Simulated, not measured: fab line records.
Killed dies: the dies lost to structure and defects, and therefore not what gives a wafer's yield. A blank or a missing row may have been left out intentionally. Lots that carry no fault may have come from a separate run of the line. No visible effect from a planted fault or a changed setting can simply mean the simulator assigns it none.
fab line records :: flow n5Finfet
[record]
  lots = 5
  wafers = 15
  lastDay = 17
route steps=1938 shown BEOL_M6@1203 PASSIVATION@1936
lots untouched by any fault: they come from a run of this same line in which no faults occurred
startH: hours from the record's opening day to when the first of the lot's shown wafers began :: waitH: how many hours have passed since the lot's step before this one :: " repeats the value in the row above :: L1.1+2: one row covering several wafers at once :: - no value, or no start given :: * or withheld: withheld :: < > ~ a bound
route shown NAME@n: a module of which the file shows steps, and the number in the route of the first :: usual: mean and standard deviation over wafers with no fault :: same: alike in all rows :: chamber/n: place in a boat :: sites: readings site by site :: _std_site: the values' standard deviation :: _edge_site: the outer-site mean with the inner-site mean subtracted :: radiusMm: how far each site lies from the wafer's centre :: mask NAME#n: copy n :: behind: the tool/chamber that last shaped the wafer :: hold: what put the lot on hold/how long, in hours/how the hold closed :: device: transistor that didn't switch, given as n, p or np :: end of line: tests of these same wafers at the route's end :: a step without rows: its recipe alone :: killed: dies that structure and defects cost at the first sort, which is not the same as the wafer's yield :: map: shows each die of a wafer: x if killed, . if not, _ if none is there
set.NAME: the setting the step ran with; set.NAME@STEP: the setting that earlier step ran with :: model.NAME: the simulator's own value behind a step, which no gauge read
a table for each step, a row for each wafer; lots at some steps of the route
services: when a tool's chamber went out of use (startH, in hours from the record's first day, below 0 if earlier), for how many hours, and the reason
[[steps]]
[step N5_BEOL_M6_SOFTBAKE_06]
[recipe]
  tempC = 110
  timeS = 60
  resist = CAR-ArF
[step N5_BEOL_M6_EXPOSE_08]
[recipe]
  maskId = M6
  na = 1.35
  sourceShape = dipole
  sigmaInner = 0.817
  sigmaOuter = 0.97
  polarization = te
  doseMj = 68.25
[step N5_BEOL_M6_PEB_09]
[recipe]
  pebTempC = withheld
  pebTimeS = 60
  resist = CAR-ArF
[step N5_BEOL_M6_DEVELOP_10]
[recipe]
  developTimeS = 30
  developer = TMAH
  resist = CAR-ArF
  rinseLiquid = diw
  dry = airSpin
  devTempC = 23
[step N5_BEOL_M6_DESCUM_16]
[recipe]
  chemistry = O2
  timeS = 7.9
  sourcePowerW = 50
  biasPowerW = 20
  pressureMtorr = 20
  rfFrequencyHz = 2.712e+07
  tempC = 40
  resist = CAR-ArF
  o2FlowSccm = 225
[step N5_BEOL_M6_ETCH_61]
[recipe]
  chemistry = CF4
  target = SiARC
  targetDepthA = 455
  maskMaterial = CAR-ArF
  timeS = 75.8
  ionEnergyEv = 80
  pressureMtorr = 40
  sourceW = 545
  biasW = 36
  Ar_flow_sccm = 100
  cf4FlowSccm = 100
  ends = cleared
[step N5_BEOL_M6_ETCH_62]
[recipe]
  chemistry = N2/H2
  target = SOC
  targetDepthA = 1100
  overetchA = 220
  maskMaterial = SiARC
  tempC = 40
  timeS = 165
  ionEnergyEv = 200
  pressureMtorr = 30
  sourceW = 840
  biasW = 150
  n2FlowSccm = 200
  h2FlowSccm = 200
[step N5_BEOL_M6_STRIP_68]
[recipe]
  chemistry = N2/H2
  tempC = 40
  n2FlowSccm = 200
  h2FlowSccm = 200
  rfFrequencyHz = 6e+07
[step N5_BEOL_M6_STRIP_67]
[recipe]
  chemistry = CF4
  resist = SiARC
  powerW = 300
  biasPowerW = 75
  pressureMtorr = 50
  cf4FlowSccm = 150
  rfFrequencyHz = 6e+07
[step N5_BEOL_M6_HM_OPEN_17]
[recipe]
  chemistry = Cl2/BCl3
  targetDepthA = 200
  overetchA = 60
  target = TiN
  maskMaterial = SOC
  ionEnergyEv = 150
  pressureMtorr = 10
  icpW = 1000
  biasW = 126
  Cl2_flow_sccm = 53.25
  bcl3FlowSccm = 21.75
  Ar_flow_sccm = 25
[usual]
  bcl3FlowSccm = 21.74/0.062
  drypumpMotorCurrentA = 5.2/0.58
  heBacksideLeakSccm = 3.25/0.22
  oesProductAu = 0.66/0.054
  rfFwdPowerW = 994/3.6
  throttleValvePct = 22.16/0.19
lot.wafer: L629.1
tool: rieMetal-03
chamber: 0
startH: 229.75
waitH: 0.0
bcl3FlowSccm: 21.73
drypumpMotorCurrentA: 4.8
heBacksideLeakSccm: 3.25
oesProductAu: 0.65
rfFwdPowerW: 994
rfHoursCounterH: 47
throttleValvePct: 22.37

lot.wafer: L629.2
tool: rieMetal-03
chamber: 1
startH: 229.75
waitH: 0.0
bcl3FlowSccm: 21.80
drypumpMotorCurrentA: 4.7
heBacksideLeakSccm: 3.27
oesProductAu: 0.67
rfFwdPowerW: 996
rfHoursCounterH: 43
throttleValvePct: 22.12

lot.wafer: L629.4
tool: rieMetal-03
chamber: 1
startH: 229.75
waitH: 0.0
bcl3FlowSccm: 21.64
drypumpMotorCurrentA: 4.7
heBacksideLeakSccm: 3.23
oesProductAu: 0.66
rfFwdPowerW: 992
rfHoursCounterH: -
throttleValvePct: 22.12

lot.wafer: L630.2
tool: rieMetal-03
chamber: 1
startH: 236.56
waitH: 0.0
bcl3FlowSccm: 21.70
drypumpMotorCurrentA: 4.7
heBacksideLeakSccm: 3.20
oesProductAu: 0.66
rfFwdPowerW: 999
rfHoursCounterH: 43
throttleValvePct: 22.14

lot.wafer: L630.3
tool: rieMetal-03
chamber: 0
startH: 236.56
waitH: 0.0
bcl3FlowSccm: 21.85
drypumpMotorCurrentA: 4.8
heBacksideLeakSccm: 3.10
oesProductAu: 0.64
rfFwdPowerW: 994
rfHoursCounterH: -
throttleValvePct: 22.39

lot.wafer: L630.6
tool: rieMetal-03
chamber: 1
startH: 236.56
waitH: 0.0
bcl3FlowSccm: 21.76
drypumpMotorCurrentA: 4.7
heBacksideLeakSccm: 3.20
oesProductAu: 0.66
rfFwdPowerW: 999
rfHoursCounterH: -
throttleValvePct: 22.11

lot.wafer: L632.3
tool: rieMetal-03
chamber: 1
startH: 243.38
waitH: 0.1
bcl3FlowSccm: 21.78
drypumpMotorCurrentA: 4.7
heBacksideLeakSccm: 3.26
oesProductAu: 0.66
rfFwdPowerW: 993
rfHoursCounterH: -
throttleValvePct: 22.13

lot.wafer: L632.4
tool: rieMetal-03
chamber: 0
startH: 243.38
waitH: 0.1
bcl3FlowSccm: 21.74
drypumpMotorCurrentA: 4.8
heBacksideLeakSccm: 3.28
oesProductAu: 0.64
rfFwdPowerW: 996
rfHoursCounterH: -
throttleValvePct: 22.37

lot.wafer: L632.5
tool: rieMetal-03
chamber: 0
startH: 243.38
waitH: 0.1
bcl3FlowSccm: 21.70
drypumpMotorCurrentA: 4.8
heBacksideLeakSccm: 3.08
oesProductAu: 0.65
rfFwdPowerW: 996
rfHoursCounterH: -
throttleValvePct: 22.36

lot.wafer: L643.2
tool: rieMetal-02
chamber: 1
startH: 310.85
waitH: 0.0
bcl3FlowSccm: 21.73
drypumpMotorCurrentA: 5.2
heBacksideLeakSccm: 3.38
oesProductAu: 0.77
rfFwdPowerW: 1000
rfHoursCounterH: 6
throttleValvePct: 22.01

lot.wafer: L643.3
tool: rieMetal-02
chamber: 1
startH: 310.85
waitH: 0.0
bcl3FlowSccm: 21.67
drypumpMotorCurrentA: 5.3
heBacksideLeakSccm: 3.34
oesProductAu: 0.77
rfFwdPowerW: 995
rfHoursCounterH: -
throttleValvePct: 22.03

lot.wafer: L643.6
tool: rieMetal-02
chamber: 1
startH: 310.85
waitH: 0.0
bcl3FlowSccm: 21.67
drypumpMotorCurrentA: 5.2
heBacksideLeakSccm: 3.42
oesProductAu: 0.76
rfFwdPowerW: 996
rfHoursCounterH: -
throttleValvePct: 22.02

lot.wafer: L644.3
tool: rieMetal-03
chamber: 0
startH: 314.05
waitH: 0.1
bcl3FlowSccm: 21.84
drypumpMotorCurrentA: 4.8
heBacksideLeakSccm: 3.05
oesProductAu: 0.64
rfFwdPowerW: 995
rfHoursCounterH: -
throttleValvePct: 22.39

lot.wafer: L644.4
tool: rieMetal-03
chamber: 1
startH: 314.05
waitH: 0.1
bcl3FlowSccm: 21.75
drypumpMotorCurrentA: 4.7
heBacksideLeakSccm: 3.12
oesProductAu: 0.63
rfFwdPowerW: 999
rfHoursCounterH: -
throttleValvePct: 22.16

lot.wafer: L644.6
tool: rieMetal-03
chamber: 0
startH: 314.05
waitH: 0.1
bcl3FlowSccm: 21.87
drypumpMotorCurrentA: 4.7
heBacksideLeakSccm: 3.09
oesProductAu: 0.63
rfFwdPowerW: 991
rfHoursCounterH: -
throttleValvePct: 22.38
[step N5_BEOL_M6_STRIP_19]
[recipe]
  chemistry = O2
  powerW = 400
  tempC = 40
  pressureMtorr = 30
  rfFrequencyHz = 6e+07
  biasPowerW = 0
  overashFraction = 0.2
  o2FlowSccm = 225
[step N5_BEOL_M6_COAT_63]
[recipe]
  resist = SOC
  tempC = 250
  timeS = 60
  spinRpm = 1500
  resistThkNm = 60
[step N5_BEOL_M6_COAT_64]
[recipe]
  resist = SiARC
  tempC = 220
  timeS = 60
  spinRpm = 1500
  resistThkNm = 12
[step N5_BEOL_M6_COAT_71]
[recipe]
  resist = underlayer
  tempC = 205
  timeS = 60
  spinRpm = 1500
  resistThkNm = 5
[step N5_BEOL_M6_COAT_22]
[recipe]
  resist = CAR-EUV
  spinRpm = 1500
  resistThkNm = 30
[step N5_BEOL_M6_EBR_24]
[recipe]
  solvent = PGMEA
  ebrWidthMm = 1.5
[step N5_BEOL_M6_SOFTBAKE_23]
[recipe]
  tempC = 110
  timeS = 60
  resist = CAR-EUV
[step N5_BEOL_M6_EXPOSE_25]
[recipe]
  maskId = V5
  na = 0.33
  sourceShape = annular
  sigmaInner = 0.4
  sigmaOuter = 0.8
  polarization = unpolarized
  targetCdNm = 40
  doseMj = 45
[step N5_BEOL_M6_PEB_26]
[recipe]
  pebTempC = 100
  pebTimeS = 60
  resist = CAR-EUV
[step N5_BEOL_M6_DEVELOP_27]
[recipe]
  developTimeS = 30
  developer = TMAH
  resist = CAR-EUV
  rinseLiquid = surfactantRinse
  dry = airSpin
  devTempC = 23
[step N5_BEOL_M6_INSPECT_30]
[recipe]
  mode = adi
  inspectInstrument = brightfield
[usual]
  rawDefectCount = 403/92
lot.wafer: L629.1
tool: defectInspect-01
chamber: -
startH: 230.52
waitH: 0.1
rawDefectCount: 616

lot.wafer: L629.2
tool: defectInspect-01
chamber: -
startH: 230.52
waitH: 0.1
rawDefectCount: 761

lot.wafer: L629.4
tool: defectInspect-01
chamber: -
startH: 230.52
waitH: 0.1
rawDefectCount: 695

lot.wafer: L630.2
tool: defectInspect-01
chamber: -
startH: 238.83
waitH: 0.0
rawDefectCount: 834

lot.wafer: L630.3
tool: defectInspect-01
chamber: -
startH: 238.83
waitH: 0.0
rawDefectCount: 753

lot.wafer: L630.6
tool: defectInspect-01
chamber: -
startH: 238.83
waitH: 0.0
rawDefectCount: 828

lot.wafer: L632.3
tool: defectInspect-01
chamber: -
startH: 245.38
waitH: 0.0
rawDefectCount: 690

lot.wafer: L632.4
tool: defectInspect-01
chamber: -
startH: 245.38
waitH: 0.0
rawDefectCount: 872

lot.wafer: L632.5
tool: defectInspect-01
chamber: -
startH: 245.38
waitH: 0.0
rawDefectCount: 751

lot.wafer: L643.2
tool: defectInspect-01
chamber: -
startH: 313.08
waitH: 0.3
rawDefectCount: 323

lot.wafer: L643.3
tool: defectInspect-01
chamber: -
startH: 313.08
waitH: 0.3
rawDefectCount: 367

lot.wafer: L643.6
tool: defectInspect-01
chamber: -
startH: 313.08
waitH: 0.3
rawDefectCount: 393

lot.wafer: L644.3
tool: defectInspect-01
chamber: -
startH: 314.83
waitH: 0.0
rawDefectCount: 299

lot.wafer: L644.4
tool: defectInspect-01
chamber: -
startH: 314.83
waitH: 0.0
rawDefectCount: 444

lot.wafer: L644.6
tool: defectInspect-01
chamber: -
startH: 314.83
waitH: 0.0
rawDefectCount: 376
[step N5_BEOL_M6_DESCUM_33]
[recipe]
  chemistry = O2
  timeS = 7
  sourcePowerW = 50
  biasPowerW = 20
  pressureMtorr = 20
  rfFrequencyHz = 2.712e+07
  tempC = 40
  resist = CAR-EUV
  o2FlowSccm = 225
[step N5_PASSIVATION_PROBE_49]
[usual]
  defectLimitedYield = 91.3/1.3
  killed_at_M0_to_M3 = 35/13
  killed_at_M4_up = 13/5.2
  killedAtContacts = 12/6.2
  killedAtFrontEnd = 39/9.6
  killedAtOther = 3.1/2.6
  killedDies = 102/16
  killedOpen = 68/13
  killedShort = 33/6.9
  sort_bin_5_function = 5.1/0.87
  sort_bin_6_memory = 3.3/0.67
  sortNPass = 1078/16
  sortYieldPct = 91.3/1.3
[same]
  grossDies = 1180
  killedAtBackSide = 0
  sort_bin_4_leakage[%] = 0
  sort_bin_8_speed[%] = 0
lot.wafer: L629.1
tool: prober-01
chamber: -
startH: 315.28
waitH: 0.0
defectLimitedYield[%]: 84.6
killed_at_M0_to_M3: 25
killed_at_M4_up: 110
killedAtContacts: 3
killedAtFrontEnd: 36
killedAtOther: 8
killedDies: 182
killedOpen: 57
killedShort: 22
sort_bin_5_function[%]: 9.5
sort_bin_6_memory[%]: 3.9
sortNPass: 998
sortYieldPct[%]: 84.6

lot.wafer: L629.2
tool: prober-01
chamber: -
startH: 315.33
waitH: 0.1
defectLimitedYield[%]: 85.1
killed_at_M0_to_M3: 49
killed_at_M4_up: 91
killedAtContacts: 11
killedAtFrontEnd: 24
killedAtOther: 1
killedDies: 176
killedOpen: 67
killedShort: 27
sort_bin_5_function[%]: 10.0
sort_bin_6_memory[%]: 3.6
sortNPass: 1004
sortYieldPct[%]: 85.1

lot.wafer: L629.4
tool: prober-01
chamber: -
startH: 315.43
waitH: 0.2
defectLimitedYield[%]: 85.3
killed_at_M0_to_M3: 36
killed_at_M4_up: 90
killedAtContacts: 6
killedAtFrontEnd: 34
killedAtOther: 7
killedDies: 173
killedOpen: 54
killedShort: 33
sort_bin_5_function[%]: 8.5
sort_bin_6_memory[%]: 4.1
sortNPass: 1007
sortYieldPct[%]: 85.3

lot.wafer: L630.2
tool: prober-01
chamber: -
startH: 322.00
waitH: 0.1
defectLimitedYield[%]: 86.1
killed_at_M0_to_M3: 45
killed_at_M4_up: 86
killedAtContacts: 7
killedAtFrontEnd: 24
killedAtOther: 2
killedDies: 164
killedOpen: 57
killedShort: 30
sort_bin_5_function[%]: 7.9
sort_bin_6_memory[%]: 5.0
sortNPass: 1016
sortYieldPct[%]: 86.1

lot.wafer: L630.3
tool: prober-01
chamber: -
startH: 322.05
waitH: 0.1
defectLimitedYield[%]: 84.4
killed_at_M0_to_M3: 33
killed_at_M4_up: 103
killedAtContacts: 4
killedAtFrontEnd: 42
killedAtOther: 2
killedDies: 184
killedOpen: 55
killedShort: 31
sort_bin_5_function[%]: 11.5
sort_bin_6_memory[%]: 3.1
sortNPass: 996
sortYieldPct[%]: 84.4

lot.wafer: L630.6
tool: prober-01
chamber: -
startH: 322.20
waitH: 0.3
defectLimitedYield[%]: 85.6
killed_at_M0_to_M3: 24
killed_at_M4_up: 94
killedAtContacts: 11
killedAtFrontEnd: 39
killedAtOther: 2
killedDies: 170
killedOpen: 62
killedShort: 26
sort_bin_5_function[%]: 8.9
sort_bin_6_memory[%]: 3.8
sortNPass: 1010
sortYieldPct[%]: 85.6

lot.wafer: L632.3
tool: prober-01
chamber: -
startH: 330.24
waitH: 0.1
defectLimitedYield[%]: 85.7
killed_at_M0_to_M3: 25
killed_at_M4_up: 94
killedAtContacts: 10
killedAtFrontEnd: 37
killedAtOther: 3
killedDies: 169
killedOpen: 67
killedShort: 21
sort_bin_5_function[%]: 9.0
sort_bin_6_memory[%]: 3.9
sortNPass: 1011
sortYieldPct[%]: 85.7

lot.wafer: L632.4
tool: prober-01
chamber: -
startH: 330.29
waitH: 0.2
defectLimitedYield[%]: 82.5
killed_at_M0_to_M3: 57
killed_at_M4_up: 117
killedAtContacts: 8
killedAtFrontEnd: 19
killedAtOther: 6
killedDies: 207
killedOpen: 74
killedShort: 33
sort_bin_5_function[%]: 12.1
sort_bin_6_memory[%]: 3.9
sortNPass: 973
sortYieldPct[%]: 82.5

lot.wafer: L632.5
tool: prober-01
chamber: -
startH: 330.34
waitH: 0.2
defectLimitedYield[%]: 82.3
killed_at_M0_to_M3: 48
killed_at_M4_up: 120
killedAtContacts: 13
killedAtFrontEnd: 26
killedAtOther: 2
killedDies: 209
killedOpen: 71
killedShort: 35
sort_bin_5_function[%]: 10.9
sort_bin_6_memory[%]: 4.9
sortNPass: 971
sortYieldPct[%]: 82.3
// killed by level:class
L629.1 BEOL_M6:unspecified=103 BEOL_M2:geometricParticle:open=12 DUMMY_GATE:geometricParticle:open=6 FIN_SAQP:geometricParticle:short=5 FIN_SAQP:geometricParticle:open=5 STI_FIN_REVEAL:geometricParticle:open=5 BEOL_M0_SAQP:geometricParticle:open=5 BEOL_M4:geometricParticle:open=5
L629.2 BEOL_M6:unspecified=81 BEOL_M3:geometricParticle:open=13 BEOL_M0_SAQP:geometricParticle:open=11 MOL_CONTACT_COAG:geometricParticle:open=10 BEOL_M2:geometricParticle:open=6 FIN_SAQP:geometricParticle:open=5 BEOL_M0_SAQP:geometricParticle:short=5 BEOL_M3:geometricParticle:short=5
L629.4 BEOL_M6:unspecified=83 BEOL_M0_SAQP:geometricParticle:short=11 FIN_SAQP:geometricParticle:short=9 BEOL_M3:geometricParticle:open=8 FIN_SAQP:geometricParticle:open=7 MOL_CONTACT_COAG:geometricParticle:open=6 BEOL_M2:geometricParticle:open=5 BEOL_M0_SAQP:geometricParticle:open=5
L630.2 BEOL_M6:unspecified=77 BEOL_M0_SAQP:geometricParticle:short=10 BEOL_M0_SAQP:geometricParticle:open=9 BEOL_M1:geometricParticle:open=8 STI_FIN_REVEAL:geometricParticle:open=7 BEOL_M2:geometricParticle:open=7 BEOL_M3:geometricParticle:open=6 DUMMY_GATE:geometricParticle:open=4
L630.3 BEOL_M6:unspecified=98 STI_FIN_REVEAL:geometricParticle:open=15 BEOL_M0_SAQP:geometricParticle:short=12 BEOL_M0_SAQP:geometricParticle:open=7 DUMMY_GATE:geometricParticle:open=4 MOL_CONTACT_COAG:geometricParticle:open=4 BEOL_M0:geometricParticle:open=4 BEOL_M1:geometricParticle:open=4
L630.6 BEOL_M6:unspecified=81 STI_FIN_REVEAL:geometricParticle:open=12 MOL_CONTACT_COAG:geometricParticle:open=10 BEOL_M0_SAQP:geometricParticle:short=6 BEOL_M3:geometricParticle:open=6 DUMMY_GATE:geometricParticle:open=4 BEOL_M0_SAQP:geometricParticle:open=4 BEOL_M4:geometricParticle:open=4
L632.3 BEOL_M6:unspecified=81 STI_FIN_REVEAL:geometricParticle:open=16 MOL_CONTACT_COAG:geometricParticle:open=10 BEOL_M0_SAQP:geometricParticle:open=7 BEOL_M2:geometricParticle:open=7 BEOL_M4:geometricParticle:open=6 GATE_CUT:geometricParticle:short=5 BEOL_M1:geometricParticle:open=5
L632.4 BEOL_M6:unspecified=100 BEOL_M0_SAQP:geometricParticle:open=18 BEOL_M2:geometricParticle:open=11 BEOL_M0_SAQP:geometricParticle:short=9 STI_FIN_REVEAL:geometricParticle:open=7 BEOL_M4:geometricParticle:open=7 MOL_CONTACT_COAG:geometricParticle:open=6 BEOL_M1:geometricParticle:open=6
L632.5 BEOL_M6:unspecified=102 MOL_CONTACT_COAG:geometricParticle:open=10 BEOL_M0_SAQP:geometricParticle:short=10 BEOL_M0:geometricParticle:open=10 BEOL_M2:geometricParticle:open=9 BEOL_M4:geometricParticle:open=8 STI_FIN_REVEAL:geometricParticle:open=7 BEOL_M0_SAQP:geometricParticle:open=7
// map L629.1 (x killed, . not)
_________________..........x.________________
______________.............x...._____________
___________.x....................x.__________
__________.........................._________
________........................x.x..._______
_______....x............x...x..........______
______........x.x......................._____
_____..............xx.x...............x..____
____........x.......x.............x......x___
___.....x..............x.x.......x.........__
___.x..........x...........................__
__..x...............x...x...............x..._
__....x.....x....x.x.x...................x.._
_..........x.....xx.xx.x...........x.......x.
_............x.xxxxxxxxxxxx..x...............
_.............xxxxxxxxxxxxx........x.........
_.......x.....xxxxxxxxxxxx..x................
_...xx.......xx.xxxxxxxxxxxx...x.x.......x...
_...........xxxx.xxxxxxxxxxx.................
_..............xxxxxxxxxxxx..................
_x..x...........xxxxxxxxx.xx.......x..x......
__......x......xx.xxx.xxx............x.....x_
__................x..xxx...................._
___........................................__
___.................x.x.....x.............x__
____..............x.......................___
_____..............................x.....____
______....x....x.........x.............._____
_______...x.....x.........x............______
________........x....................._______
__________.x..........x.x..x........_________
___________........................__________
______________...x....x....x...x_____________
_________________............________________
// map L630.3 (x killed, . not)
_________________............________________
______________...x.......x......_____________
___________.x..........x..........x__________
__________.x.....x......x.......x.x._________
________........................x....._______
_______............x...................______
______.......x....x.x..............x...._____
_____...x................................____
____x.........x...x.........x...x........x___
___...........x......x.xx.................x__
___........................................__
__...x...x......x....x.x..xx.........x......_
__.............x..x.xxx.....x.............x._
_....x..........xx.xx.x..x...................
_..........x...xxxxxxxxx.....................
_...........xx..xxxxxxxxxx..x................
_...x..x..x....xxxxxxxxxxx...........x.......
_.x...x.......xxxxxxxxxxxxx..................
_..............xxxxxxxxxxx...x...............
_.............xxxxxxxxxxxxx..x...............
_............x..x.xxxxx.xxxx..x..x...........
__.........x.....xxxx.x...x...........x....._
__...............x.x.x.x....x..............._
___x.....x.x.....xx.............x........x.__
___.......x....x...........................__
____...x..xx..x...........................___
_____.........x..........x...x.......x...____
______...........................x......_____
_______..x...................x...x.x..x______
________...x......................x..._______
__________............x.....x......._________
___________......................x.__________
______________.................._____________
_________________.......x....________________
[[services]]
tool: rieMetal-03
chamber: 0
startH: 212.50
hours: 9.5
kind: repair

tool: rieMetal-02
chamber: 1
startH: 213.41
hours: -
kind: clean

tool: rieMetal-02
chamber: 1
startH: 213.41
hours: 19.4
kind: scheduledDown

tool: rieMetal-02
chamber: 1
startH: 213.41
hours: 19.4
kind: ventCycle

tool: rieMetal-02
chamber: 0
startH: 246.38
hours: 7.4
kind: repair

tool: rieMetal-02
chamber: -
startH: 261.59
hours: 17.4
kind: repair

tool: rieMetal-03
chamber: 0
startH: 263.45
hours: 13.8
kind: repair

tool: rieMetal-03
chamber: -
startH: 269.27
hours: 1.2
kind: repair
[[key]]
[firstSign]
  step = N5_BEOL_M6_INSPECT_30
  reading = rawDefectCount
  direction = up
  sigmas = 3.8
  usual = 403
  struck = 756
[effect]
  step = N5_PASSIVATION_PROBE_49
  reading = killed_at_M4_up
  direction = up
  sigmas = 17
  usual = 13
  struck = 101
[moreKillsBornAt]
  N5_BEOL_M6_HM_OPEN_17@rieMetal-03 = 806
metAt N5_BEOL_M6_HM_OPEN_17
struckWafers L629.1,L629.2,L629.4,L630.2,L630.3,L630.6,L632.3,L632.4,L632.5
[fault]
  kind = chamberParticleSource
  tool = rieMetal-03
  chamber = -
  onsetH = 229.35
  steps = N5_BEOL_M6_HM_OPEN_17
  ratePerVisitCm2 = 0.46012
  endH = 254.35
